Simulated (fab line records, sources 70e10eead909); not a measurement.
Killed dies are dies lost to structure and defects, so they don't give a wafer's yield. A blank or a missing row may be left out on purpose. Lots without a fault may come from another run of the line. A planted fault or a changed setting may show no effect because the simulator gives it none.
Chamber matching | flow nand_harc | NHARC_A_CONTACT_ETCH_75 on rie_diel-11: 4 sister chambers
The step etches the open film in CF4, target depth 39 nm, time 65 s. 4 wafers are shown with their chamber, then 7 later ones without.

WAFERS WITH THEIR CHAMBER
wafer  | chamber | showerhead_plenum_p_Torr (Torr)
L086.2 | 3       | 1.87
L087.6 | 1       | 1.73
L093.2 | 0       | 1.85
L093.3 | 2       | 1.69

WAFERS WITHOUT THEIR CHAMBER
wafer  | showerhead_plenum_p_Torr (Torr)
L093.5 | 1.69
L094.1 | 1.85
L094.3 | 1.73
L094.6 | 1.85
L096.1 | 1.72
L096.3 | 1.85
L096.4 | 1.68

WHICH CHAMBER EACH WENT THROUGH
wafer  | from the rows above | in truth
L093.5 | 2                   | 2
L094.1 | 0                   | 0
L094.3 | 1                   | 1
L094.6 | 0                   | 0
L096.1 | 1                   | 1
L096.3 | 0                   | 0
L096.4 | 2                   | 2
Placed correctly: 7 of 7. Can't be placed from these rows: 0. Placed wrongly: 0.
How it was worked out, from the rows above alone: a wafer's distance from a chamber is the root of the sum, over the readings, of the square of ((its reading less the chamber's mean) divided by the reading's scatter). The wafer belongs to the nearest chamber; if the next one is less than 2 further off, it can't be placed. A chamber's mean is the mean of its shown wafers. The scatter: with one shown wafer a chamber, the root of the mean of the squares of how far each hidden wafer lies from its nearest shown one.
